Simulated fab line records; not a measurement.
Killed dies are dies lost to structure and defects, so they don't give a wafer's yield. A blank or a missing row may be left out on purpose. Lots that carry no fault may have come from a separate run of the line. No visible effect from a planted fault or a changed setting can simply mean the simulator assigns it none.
fab line records	flow n5Finfet
[record] lots = 7	wafers = 20	lastDay = 18
route steps=1938 shown MIM_BOT_LITHO@1854 MIM_BOT_ETCH@1866 PASSIVATION@1936
lots with no fault: from the same line, run without faults
startH: start of the lot's first displayed wafer, in hours after the record's first day	waitH: hours since the lot's step before	" unchanged from the row above	L1.1+2: a single row standing in for several wafers	- no value present, or no start provided	* or withheld: withheld	< > ~ a bound
route shown NAME@n: NAME is a module with steps in the file, n the number in the route of the first one	usual: mean/standard deviation of fault-free wafers	same: alike in all rows	chamber/n: place in a boat	sites: readings site by site	_std_site: standard deviation across them	_edge_site: mean of outer sites minus mean of inner sites	radiusMm: for every site, how far away it sits from the centre of the wafer	mask NAME#n: copy n	behind: the most recent tool/chamber to have shaped the wafer	hold: what put the lot on hold/how long, in hours/how the hold closed	device: names the non-switching transistor (n, p or np)	end of line: the route-end tests of the same wafers	a step given without rows: its recipe and nothing more	killed: the dies lost at the first sort to structure and to defects; this is not the yield of the wafer	map: a wafer's dies, marking killed ones x, the rest . and places with no die _
set.NAME: the run value of the setting; set.NAME@STEP: its run value at that earlier step	model.NAME: the simulator's own value behind a step, which no gauge read
lots at some steps of the route; a table a step, a row a wafer
services: the hour from which a tool's chamber was out of use, counted from the record's first day as startH (under 0 if before that day), plus the number of hours and why
[[steps]]
[step N5_MIM_BOT_LITHO_HMDS_01]
[recipe] timeS = 60	tempC = 120
[step N5_MIM_BOT_LITHO_COAT_02]
[recipe] spinRpm = *	resistThkNm = *
[step N5_MIM_BOT_LITHO_EBR_04]
[recipe] solvent = PGMEA	ebrWidthMm = 1.5
[step N5_MIM_BOT_LITHO_SOFTBAKE_03]
[recipe] tempC = 100	timeS = 90
[step N5_MIM_BOT_LITHO_EXPOSE_05]
[recipe] maskId = MIM_BOT	na = 0.55	sourceShape = conventional	sigmaOuter = 0.8	polarization = unpolarized	doseMj = 24.25
[step N5_MIM_BOT_LITHO_PEB_06]
[recipe] pebTempC = withheld	pebTimeS = *
[step N5_MIM_BOT_LITHO_DEVELOP_07]
[recipe] developTimeS = 60	rinseLiquid = diw	dry = airSpin	devTempC = 21
[step N5_MIM_BOT_LITHO_HARDBAKE_09]
[recipe] tempC = 130	timeS = 120
[step N5_MIM_BOT_LITHO_CD_MEAS_08]
[recipe] targetCdNm = 3000	landingEnergyEv = 500	detector = seInlens	polarity = opening
[usual] cdNm = 2999.8/1.2
lot.wafer	tool	chamber	startH	waitH	cdNm
L312.1	cdSem-01	0	249.42	-	2999.4
L312.5	"	0	"	"	2998.6
L312.6	"	0	"	"	2999.3
L323.4	cdSem-03	0	330.64	-	2998.7
L323.5	"	0	"	"	2999.7
L322.1	cdSem-02	0	335.47	-	2999.7
L322.4	"	0	"	"	2999.7
L322.6	"	0	"	"	3000.3
L325.1	cdSem-02	0	335.77	-	2998.0
L325.5	"	0	"	"	2999.5
L325.6	"	0	"	"	2999.2
L328.2	cdSem-01	0	385.15	-	2999.4
L328.4	"	0	"	"	2997.9
L328.5	"	0	"	"	2998.2
L326.1	cdSem-03	0	391.07	-	2999.3
L326.5	"	0	"	"	3000.3
L326.6	"	0	"	"	3001.3
L335.1	cdSem-02	0	419.08	-	2999.2
L335.2	"	0	"	"	2999.6
L335.6	"	0	"	"	3000.9
[step N5_MIM_BOT_LITHO_OVL_MEAS_11]
[recipe] pointsPerWafer = 44
[usual] MIM_BOT_OVL = 1/4.9
lot.wafer	tool	chamber	startH	waitH	MIM_BOT_OVL[nm]
L312.1	overlay-01	0	249.45	0.0	-2
L312.5	"	0	"	"	-5
L312.6	"	0	"	"	-8
L323.4	overlay-01	0	330.67	0.0	2
L323.5	"	0	"	"	3
L322.1	overlay-02	0	335.51	0.0	-2
L322.4	"	0	"	"	2
L322.6	"	0	"	"	2
L325.1	overlay-02	0	335.80	0.0	7
L325.5	"	0	"	"	3
L325.6	"	0	"	"	4
L328.2	overlay-02	0	385.18	0.0	-3
L328.4	"	0	"	"	5
L328.5	"	0	"	"	3
L326.1	overlay-01	0	391.10	0.0	11
L326.5	"	0	"	"	10
L326.6	"	0	"	"	7
L335.1	overlay-01	0	419.11	0.0	8
L335.2	"	0	"	"	1
L335.6	"	0	"	"	5
[step N5_MIM_BOT_LITHO_INSPECT_12]
[recipe] mode = adi	inspectInstrument = macro
[usual] rawDefectCount = 2.0/1.4
lot.wafer	tool	chamber	startH	waitH	rawDefectCount
L312.1	defectInspect-02	-	249.47	0.0	2
L312.5	"	-	"	"	3
L312.6	"	-	"	"	1
L323.4	defectInspect-02	-	330.70	0.0	0
L323.5	"	-	"	"	4
L322.1	defectInspect-02	-	335.53	0.0	0
L322.4	"	-	"	"	2
L322.6	"	-	"	"	1
L325.1	defectInspect-01	-	335.83	0.0	1
L325.5	"	-	"	"	4
L325.6	"	-	"	"	3
L328.2	defectInspect-02	-	385.20	0.0	2
L328.4	"	-	"	"	1
L328.5	"	-	"	"	3
L326.1	defectInspect-01	-	391.13	0.0	2
L326.5	"	-	"	"	3
L326.6	"	-	"	"	2
L335.1	defectInspect-01	-	419.13	0.0	4
L335.2	"	-	"	"	0
L335.6	"	-	"	"	2
[step N5_MIM_BOT_LITHO_DESCUM_10]
[recipe] chemistry = O2	timeS = 7.9	sourcePowerW = 50	biasPowerW = 20	pressureMtorr = 20	rfFrequencyHz = 2.712e+07	tempC = 40	o2FlowSccm = 225
[usual] drypumpMotorCurrentA = 6.1/0.55	oesProductAu = 0.79/0.072	rfVppV = 243.8/1.5	showerheadPlenumPTorr = 2.14/0.076	throttleValvePct = 20.56/0.19
lot.wafer	tool	chamber	startH	waitH	drypumpMotorCurrentA	oesProductAu	rfHoursCounterH	rfVppV	showerheadPlenumPTorr	throttleValvePct
L312.1	rieDiel-05	1	249.52	0.0	6.8	0.67	230	241.3	1.99	20.60
L312.5	"	1	"	"	6.8	0.69	-	241.4	1.99	20.59
L312.6	"	2	"	"	5.7	0.84	-	243.7	2.14	20.73
L323.4	rieDiel-05	1	330.73	0.0	6.7	0.95	4	245.0	2.25	20.31
L323.5	"	1	"	"	6.8	0.95	-	246.3	2.25	20.32
L322.1	rieDiel-05	0	335.58	0.1	6.6	0.75	162	245.1	2.18	20.42
L322.4	"	2	"	"	5.7	0.79	94	243.3	2.12	20.79
L322.6	"	0	"	"	6.5	0.75	-	245.6	2.18	20.45
L325.1	rieDiel-05	0	335.86	0.0	6.6	0.74	162	243.6	2.18	20.44
L325.5	"	1	"	"	6.7	0.95	-	245.9	2.24	20.32
L325.6	"	0	"	"	6.6	0.75	-	242.5	2.18	20.43
L328.2	rieDiel-01	2	385.23	0.0	6.8	0.70	233	241.8	2.05	20.50
L328.4	"	3	"	"	5.4	0.69	214	242.6	2.07	20.87
L328.5	"	2	"	"	6.8	0.70	-	243.2	2.05	20.51
L326.1	rieDiel-01	3	391.16	0.0	5.4	0.70	217	243.9	2.07	20.88
L326.5	"	3	"	"	5.4	0.69	-	242.3	2.07	20.87
L326.6	"	0	"	"	5.3	0.82	-	242.2	2.03	20.39
L335.1	rieDiel-01	3	419.16	0.0	5.4	0.68	227	243.6	2.07	20.90
L335.2	"	1	"	"	6.0	0.78	128	243.0	2.10	20.76
L335.6	"	2	"	"	6.8	0.69	-	243.7	2.05	20.53
[step N5_MIM_BOT_ETCH_ETCH_04]
[recipe] chemistry = CF4/O2	target = SiNx	targetDepthA = 260	timeS = 13	ionEnergyEv = 100	pressureMtorr = 40	sourceW = 535	biasW = 49	Ar_flow_sccm = 100	cf4FlowSccm = 100	O2_flow_sccm = 10
[usual] biasW = 49.02/0.14	drypumpMotorCurrentA = 6.1/0.55	oesProductAu = 0.79/0.073	rfVppV = 240.3/2.1	showerheadPlenumPTorr = 2.24/0.072	throttleValvePct = 16.08/0.19
lot.wafer	tool	chamber	startH	waitH	biasW	drypumpMotorCurrentA	oesProductAu	rfHoursCounterH	rfVppV	showerheadPlenumPTorr	throttleValvePct	model.etch.depthNm
L312.1	rieDiel-05	1	249.59	0.0	49.32	6.8	0.67	230	235.1	2.09	16.15	25.52
L312.5	"	1	"	"	49.13	6.7	0.68	-	237.1	2.09	16.16	25.71
L312.6	"	2	"	"	49.13	5.7	0.84	-	239.8	2.24	16.19	26.13
L323.4	rieDiel-05	1	330.80	0.0	49.13	6.8	0.82	4	240.3	2.35	15.71	20.87
L323.5	"	1	"	"	48.99	6.7	0.94	-	241.6	2.35	15.75	26.16
L322.1	rieDiel-05	0	335.65	0.0	48.97	6.6	0.76	162	242.0	2.29	16.01	25.71
L322.4	"	2	"	"	48.92	5.7	0.70	94	241.6	2.23	16.24	20.64
L322.6	"	0	"	"	49.20	6.5	0.66	-	243.4	2.29	15.95	20.42
L325.1	rieDiel-05	0	335.93	0.0	49.07	6.6	0.76	162	242.0	2.29	16.00	26.03
L325.5	"	1	"	"	48.91	6.7	0.95	-	240.2	2.35	15.74	26.27
L325.6	"	0	"	"	48.98	6.6	0.66	-	243.1	2.29	15.96	20.83
L328.2	rieDiel-01	2	385.30	0.0	49.10	6.8	0.69	233	237.0	2.18	16.23	25.56
L328.4	"	3	"	"	49.02	5.5	0.69	214	240.5	2.18	16.40	25.37
L328.5	"	2	"	"	49.20	6.8	0.70	-	236.9	2.18	16.20	25.42
L326.1	rieDiel-01	3	391.23	0.0	49.07	5.4	0.69	217	242.4	2.18	16.40	25.52
L326.5	"	3	"	"	49.13	5.4	0.69	-	241.5	2.18	16.40	25.26
L326.6	"	0	"	"	49.11	5.2	0.82	-	235.0	2.14	15.93	26.35
L335.1	rieDiel-01	3	419.23	0.0	48.99	5.4	0.68	227	240.3	2.18	16.42	25.35
L335.2	"	1	"	"	49.36	6.0	0.79	128	240.4	2.22	16.31	26.21
L335.6	"	2	"	"	49.01	6.8	0.68	-	238.4	2.18	16.23	25.35
[step N5_MIM_BOT_ETCH_ETCH_03]
[recipe] chemistry = Cl2/BCl3	targetDepthA = 120	pressureMtorr = 8	icpW = 800	biasW = 100	Cl2_flow_sccm = 20	bcl3FlowSccm = 80
[usual] biasW = 100.0/0.32	drypumpMotorCurrentA = 5.6/0.45	oesProductAu = 0.78/0.053	throttleValvePct = 27.43/0.16
lot.wafer	tool	chamber	startH	waitH	biasW	drypumpMotorCurrentA	oesProductAu	rfHoursCounterH	throttleValvePct	model.MIM_BOT_ETCH.cdOffsetNm
L312.1	rieMetal-03	1	249.68	0.1	100.1	5.0	0.78	42	27.33	0.4
L312.5	"	0	"	"	99.9	5.9	0.75	-	27.59	0.4
L312.6	"	1	"	"	100.6	5.0	0.78	-	27.32	0.4
L323.4	rieMetal-02	1	330.91	0.1	99.6	5.8	0.88	-	27.16	0.2
L323.5	"	1	"	"	100.1	5.8	0.88	-	27.14	-0.2
L322.1	rieMetal-03	0	335.74	0.1	100.3	5.9	0.74	66	27.59	0.2
L322.4	"	1	"	"	99.9	5.0	0.76	-	27.33	0.4
L322.6	"	1	"	"	99.8	5.0	0.76	-	27.32	0.6
L325.1	rieMetal-01	1	336.01	0.1	100.1	6.4	0.76	52	27.33	0
L325.5	"	1	"	"	100.3	6.4	0.77	-	27.33	-0.2
L325.6	"	0	"	"	99.5	5.6	0.82	-	27.49	0.2
L328.2	rieMetal-01	1	385.39	0.1	100.4	6.4	0.76	55	27.33	-0.4
L328.4	"	1	"	"	99.9	6.4	0.76	-	27.33	-0.4
L328.5	"	1	"	"	100.1	6.4	0.77	-	27.34	-0.2
L326.1	rieMetal-03	0	391.31	0.1	100.0	5.9	0.72	72	27.63	0.2
L326.5	"	1	"	"	100.1	5.0	0.74	-	27.34	0
L326.6	"	0	"	"	99.6	5.9	0.72	-	27.63	0
L335.1	rieMetal-03	0	419.32	0.1	99.8	5.9	0.71	75	27.63	-0.4
L335.2	"	1	"	"	100.2	5.0	0.73	58	27.34	0.6
L335.6	"	0	"	"	100.3	5.9	0.71	-	27.61	0
[step N5_MIM_BOT_ETCH_ETCH_00]
[recipe] chemistry = Cl2/BCl3	target = TiN	targetDepthA = 455	ionEnergyEv = 150	pressureMtorr = 10	icpW = 1000	biasW = 126	Cl2_flow_sccm = 53.25	bcl3FlowSccm = 21.75	Ar_flow_sccm = 25
[usual] biasW = 126.0/0.34	drypumpMotorCurrentA = 5.6/0.45	oesProductAu = 0.78/0.054	throttleValvePct = 21.82/0.16
lot.wafer	tool	chamber	startH	waitH	biasW	drypumpMotorCurrentA	oesProductAu	rfHoursCounterH	throttleValvePct
L312.1	rieMetal-03	1	249.77	0.1	126.7	5.1	0.77	43	21.74
L312.5	"	0	"	"	126.1	5.9	0.74	-	21.95
L312.6	"	1	"	"	126.1	5.0	0.77	-	21.74
L323.4	rieMetal-02	1	331.01	0.1	125.9	5.8	0.87	-	21.51
L323.5	"	1	"	"	126.0	5.8	0.88	-	21.49
L322.1	rieMetal-03	0	335.83	0.1	126.5	5.9	0.73	67	21.97
L322.4	"	1	"	"	126.1	5.0	0.75	-	21.77
L322.6	"	1	"	"	125.7	5.0	0.76	-	21.76
L325.1	rieMetal-01	1	336.10	0.1	126.1	6.4	0.76	52	21.78
L325.5	"	1	"	"	126.3	6.4	0.77	-	21.76
L325.6	"	0	"	"	125.9	5.6	0.82	-	21.86
L328.2	rieMetal-01	1	385.48	0.1	126.0	6.4	0.76	55	21.76
L328.4	"	1	"	"	125.8	6.4	0.76	-	21.75
L328.5	"	1	"	"	125.9	6.4	0.76	-	21.75
L326.1	rieMetal-03	0	391.40	0.1	126.5	5.9	0.72	72	21.98
L326.5	"	1	"	"	126.8	5.0	0.75	-	21.77
L326.6	"	0	"	"	126.2	5.9	0.72	-	21.98
L335.1	rieMetal-03	0	419.44	0.1	126.1	5.9	0.71	75	22.00
L335.2	"	1	"	"	125.9	5.0	0.72	58	21.79
L335.6	"	0	"	"	125.6	5.9	0.71	-	22.00
[step N5_PASSIVATION_PROBE_49]
[usual] defectLimitedYield = 91.6/1.4	killed_at_M0_to_M3 = 30/8.7	killed_at_M4_up = 14/5.4	killedAtContacts = 11/6.4	killedAtFrontEnd = 40/12	killedAtOther = 3/3.1	killedDies = 99/17	killedOpen = 64/12	killedShort = 33/8.1	sort_bin_5_function = 4.9/0.88	sort_bin_6_memory = 3.1/0.69	sortNPass = 1081/17	sortYieldPct = 91.6/1.4
[same] grossDies = 1180	killedAtBackSide = 0	sort_bin_4_leakage[%] = 0	sort_bin_8_speed[%] = 0
lot.wafer	tool	chamber	startH	waitH	defectLimitedYield[%]	killed_at_M0_to_M3	killed_at_M4_up	killedAtContacts	killedAtFrontEnd	killedAtOther	killedDies	killedOpen	killedShort	sort_bin_5_function[%]	sort_bin_6_memory[%]	sortNPass	sortYieldPct[%]
L312.1	prober-02	-	262.67	0.0	93.7	21	9	10	33	1	74	47	26	2.9	3.1	1106	93.7
L312.5	prober-02	-	262.87	0.2	92.5	26	9	22	31	1	89	59	27	4.3	3.1	1091	92.5
L312.6	prober-02	-	262.92	0.3	91.2	37	4	6	53	4	104	68	36	4.7	3.5	1076	91.2
L323.4	prober-02	-	339.65	0.2	92.8	17	8	22	37	1	85	43	41	4.4	2.5	1095	92.8
L323.5	prober-02	-	339.70	0.2	91.0	32	8	12	52	2	106	63	43	5.4	3.1	1074	91.0
L325.1	prober-01	-	345.67	0.0	92.2	26	9	8	49	0	92	60	32	4.6	2.9	1088	92.2
L325.5	prober-01	-	345.87	0.2	93.5	13	7	17	38	2	77	49	27	4.1	2.3	1103	93.5
L325.6	prober-01	-	345.92	0.3	93.9	24	7	12	29	0	72	43	25	3.8	1.5	1108	93.9
L322.1	prober-02	-	346.85	0.0	91.8	26	10	8	49	4	97	57	36	4.5	3.1	1083	91.8
L322.4	prober-02	-	347.00	0.2	93.6	24	12	3	34	2	75	45	29	4.3	1.8	1105	93.6
L322.6	prober-02	-	347.10	0.3	91.4	21	21	4	53	3	102	61	39	5.4	3.0	1078	91.4
L328.2	prober-02	-	396.72	0.1	92.9	17	24	8	30	5	84	66	17	4.5	2.5	1096	92.9
L328.4	prober-02	-	396.82	0.2	91.9	26	20	10	37	3	96	60	34	5.3	2.5	1084	91.9
L328.5	prober-02	-	396.87	0.2	92.5	16	22	4	47	0	89	57	32	4.2	3.1	1091	92.5
L326.1	prober-01	-	399.77	0.0	92.8	26	15	7	34	3	85	54	30	4.8	2.4	1095	92.8
L326.5	prober-01	-	399.97	0.2	92.4	20	22	12	32	4	90	58	31	4.6	2.8	1090	92.4
L326.6	prober-01	-	400.02	0.3	93.9	22	18	4	24	4	72	53	19	3.6	2.3	1108	93.9
L335.1	prober-01	-	428.94	0.0	91.9	42	17	7	30	0	96	65	30	4.2	3.6	1084	91.9
L335.2	prober-01	-	428.99	0.1	92.2	19	16	13	44	0	92	61	28	4.7	2.6	1088	92.2
L335.6	prober-01	-	429.19	0.3	90.7	23	27	19	41	0	110	71	37	5.2	3.8	1070	90.7
// killed by level:class
L312.1 MOL_CONTACT_COAG:geometricParticle:open=9 BEOL_M3:geometricParticle:open=6 FIN_SAQP:geometricParticle:open=5 GATE_CUT:geometricParticle:short=5 FIN_SAQP:geometricParticle:short=4 STI_FIN_REVEAL:geometricParticle:open=4 DUMMY_GATE:geometricParticle:open=4 BEOL_M5:geometricParticle:open=4
L312.5 MOL_CONTACT_COAG:geometricParticle:open=14 MOL_CONTACT_COAG:geometricParticle:short=8 FIN_SAQP:geometricParticle:open=7 BEOL_M3:geometricParticle:open=7 FIN_SAQP:geometricParticle:short=6 STI_FIN_REVEAL:geometricParticle:open=5 BEOL_M2:geometricParticle:open=5 BEOL_M1:geometricParticle:open=5
L312.6 STI_FIN_REVEAL:geometricParticle:open=15 BEOL_M3:geometricParticle:open=11 FIN_SAQP:geometricParticle:open=9 BEOL_M0_SAQP:geometricParticle:short=9 BEOL_M0_SAQP:geometricParticle:open=9 FIN_SAQP:geometricParticle:short=8 DUMMY_GATE:geometricParticle:open=5 GATE_CUT:geometricParticle:short=3
L323.4 MOL_CONTACT_COAG:geometricParticle:open=14 FIN_SAQP:geometricParticle:short=11 MOL_CONTACT_COAG:geometricParticle:short=8 STARTING-WAFER:geometricParticle:open=6 FIN_SAQP:geometricParticle:open=5 GATE_CUT:geometricParticle:short=5 BEOL_M0_SAQP:geometricParticle:short=5 BEOL_M3:geometricParticle:open=5
L323.5 STI_FIN_REVEAL:geometricParticle:open=15 FIN_SAQP:geometricParticle:short=14 BEOL_M0_SAQP:geometricParticle:short=9 MOL_CONTACT_COAG:geometricParticle:open=8 BEOL_M1:geometricParticle:open=7 BEOL_M0_SAQP:geometricParticle:open=6 FIN_SAQP:geometricParticle:open=5 BEOL_M2:geometricParticle:open=5
L325.1 FIN_SAQP:geometricParticle:open=16 STI_FIN_REVEAL:geometricParticle:open=10 BEOL_M0_SAQP:geometricParticle:short=7 FIN_SAQP:geometricParticle:short=6 BEOL_M0_SAQP:geometricParticle:open=6 MOL_CONTACT_COAG:geometricParticle:open=5 BEOL_M3:geometricParticle:open=5 BEOL_M4:geometricParticle:short=4
L325.5 MOL_CONTACT_COAG:geometricParticle:open=12 STI_FIN_REVEAL:geometricParticle:open=9 FIN_SAQP:geometricParticle:open=6 MOL_CONTACT_COAG:geometricParticle:short=5 DUMMY_GATE:geometricParticle:open=4 STI_FIN_REVEAL:geometricParticle:short=3 DUMMY_GATE:geometricParticle:short=3 ILD0:geometricParticle:short=3
L325.6 MOL_CONTACT_COAG:geometricParticle:open=8 BEOL_M1:geometricParticle:open=6 FIN_SAQP:geometricParticle:open=4 STI_FIN_REVEAL:geometricParticle:open=4 DUMMY_GATE:geometricParticle:open=4 STARTING-WAFER:geometricParticle:short=4 MOL_CONTACT_COAG:geometricParticle:short=4 BEOL_M0_SAQP:geometricParticle:open=4
L322.1 DUMMY_GATE:geometricParticle:open=11 GATE_CUT:geometricParticle:short=10 BEOL_M0_SAQP:geometricParticle:open=9 MOL_CONTACT_COAG:geometricParticle:open=7 BEOL_M0_SAQP:geometricParticle:short=6 FIN_SAQP:geometricParticle:short=4 GATE_CUT:geometricParticle:open=4 BEOL_M1:geometricParticle:open=4
L322.4 FIN_SAQP:geometricParticle:open=8 BEOL_M0_SAQP:geometricParticle:short=8 FIN_SAQP:geometricParticle:short=6 BEOL_M2:geometricParticle:open=6 BEOL_M0_SAQP:geometricParticle:open=5 BEOL_M5:geometricParticle:open=5 GATE_CUT:geometricParticle:open=4 GATE_CUT:geometricParticle:short=4
L322.6 GATE_CUT:geometricParticle:short=15 DUMMY_GATE:geometricParticle:open=11 GATE_CUT:geometricParticle:open=8 STI_FIN_REVEAL:geometricParticle:open=7 BEOL_M0_SAQP:geometricParticle:short=7 BEOL_M0_SAQP:geometricParticle:open=5 BEOL_M7:geometricParticle:open=5 MOL_CONTACT_COAG:geometricParticle:open=4
L328.2 BEOL_M4:geometricParticle:open=18 FIN_SAQP:geometricParticle:open=10 MOL_CONTACT_COAG:geometricParticle:open=8 STARTING-WAFER:geometricParticle:open=7 BEOL_M3:geometricParticle:open=5 FIN_SAQP:geometricParticle:short=4 BEOL_M1:geometricParticle:open=4 BEOL_M4:geometricParticle:short=3
L328.4 BEOL_M4:geometricParticle:open=13 BEOL_M0_SAQP:geometricParticle:open=11 GATE_CUT:geometricParticle:open=7 MOL_CONTACT_COAG:geometricParticle:open=7 FIN_SAQP:geometricParticle:short=6 BEOL_M0_SAQP:geometricParticle:short=6 GATE_CUT:geometricParticle:short=5 STI_FIN_REVEAL:geometricParticle:open=4
L328.5 FIN_SAQP:geometricParticle:open=24 FIN_SAQP:geometricParticle:short=15 BEOL_M4:geometricParticle:open=14 BEOL_M4:geometricParticle:short=6 BEOL_M0_SAQP:geometricParticle:short=5 MOL_CONTACT_COAG:geometricParticle:open=3 BEOL_M0_SAQP:geometricParticle:open=3 BEOL_M1:geometricParticle:open=3
L326.1 FIN_SAQP:geometricParticle:short=8 FIN_SAQP:geometricParticle:open=8 MOL_CONTACT_COAG:geometricParticle:open=7 BEOL_M3:geometricParticle:open=6 BEOL_M1:geometricParticle:open=6 BEOL_M2:geometricParticle:open=5 BEOL_M4:geometricParticle:short=5 GATE_CUT:geometricParticle:open=4
L326.5 MOL_CONTACT_COAG:geometricParticle:open=11 BEOL_M4:geometricParticle:open=10 FIN_SAQP:geometricParticle:open=8 BEOL_M5:geometricParticle:open=7 BEOL_M0_SAQP:geometricParticle:short=7 FIN_SAQP:geometricParticle:short=4 STI_FIN_REVEAL:geometricParticle:open=4 STARTING-WAFER:geometricParticle:short=4
L326.6 BEOL_M2:geometricParticle:open=10 BEOL_M4:geometricParticle:open=8 FIN_SAQP:geometricParticle:short=6 BEOL_M3:geometricParticle:open=5 STARTING-WAFER:geometricParticle:short=4 STI_FIN_REVEAL:geometricParticle:open=3 DUMMY_GATE:geometricParticle:open=3 BEOL_M1:geometricParticle:open=3
L335.1 BEOL_M2:geometricParticle:open=11 BEOL_M1:geometricParticle:open=9 BEOL_M0_SAQP:geometricParticle:short=8 MOL_CONTACT_COAG:geometricParticle:open=7 BEOL_M3:geometricParticle:open=7 BEOL_M4:geometricParticle:open=7 FIN_SAQP:geometricParticle:short=6 STI_FIN_REVEAL:geometricParticle:open=4
L335.2 STI_FIN_REVEAL:geometricParticle:open=12 MOL_CONTACT_COAG:geometricParticle:open=11 BEOL_M4:geometricParticle:open=7 STARTING-WAFER:geometricParticle:short=6 GATE_CUT:geometricParticle:short=5 GATE_CUT:geometricParticle:open=5 FIN_CUT:geometricParticle:open=4 BEOL_M0_SAQP:geometricParticle:short=4
L335.6 MOL_CONTACT_COAG:geometricParticle:open=13 FIN_SAQP:geometricParticle:short=12 BEOL_M4:geometricParticle:open=11 BEOL_M3:geometricParticle:open=7 BEOL_M5:geometricParticle:open=7 FIN_SAQP:geometricParticle:open=6 MOL_CONTACT_COAG:geometricParticle:short=6 BEOL_M0_SAQP:geometricParticle:open=6
[[services]]
tool	chamber	startH	hours	kind
rieDiel-01	-	241.09	2.8	pm
rieMetal-03	-	274.47	2.8	pm
rieDiel-01	0	293.16	1.2	repair
rieDiel-05	1	303.42	-	clean
rieDiel-05	1	303.42	-	consumableReplace:focusRing
rieDiel-05	1	303.42	-	consumableReplace:showerhead
rieDiel-05	1	303.42	14.9	scheduledDown
rieDiel-05	1	303.42	14.9	ventCycle
rieDiel-01	1	336.96	29.8	repair
rieDiel-01	3	346.95	3.7	repair
rieDiel-05	0	358.61	19.6	repair
rieDiel-05	-	359.51	0.3	repair
rieMetal-02	0	400.78	8.8	repair
[[key]]
firstSign none at tools or gauges
[modelEffect] step = N5_MIM_BOT_ETCH_ETCH_04	value = etch.depthNm	without = 25.74	struck = 20.69
[modelEffect] step = N5_MIM_BOT_ETCH_ETCH_03	value = MIM_BOT_ETCH.cdOffsetNm	without = 0.05	struck = 0.35
metAt N5_MIM_BOT_ETCH_ETCH_04
struckWafers L322.4,L322.6,L323.4,L325.6
onsetBetween 249.59 330.80
[fault] kind = processParameterDrift	tool = rieDiel-05	chamber = -	onsetH = 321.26	steps = N5_MIM_BOT_ETCH_ETCH_04	channel = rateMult	offset = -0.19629	shape = step	endH = 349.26	scope = struckWafersOnly
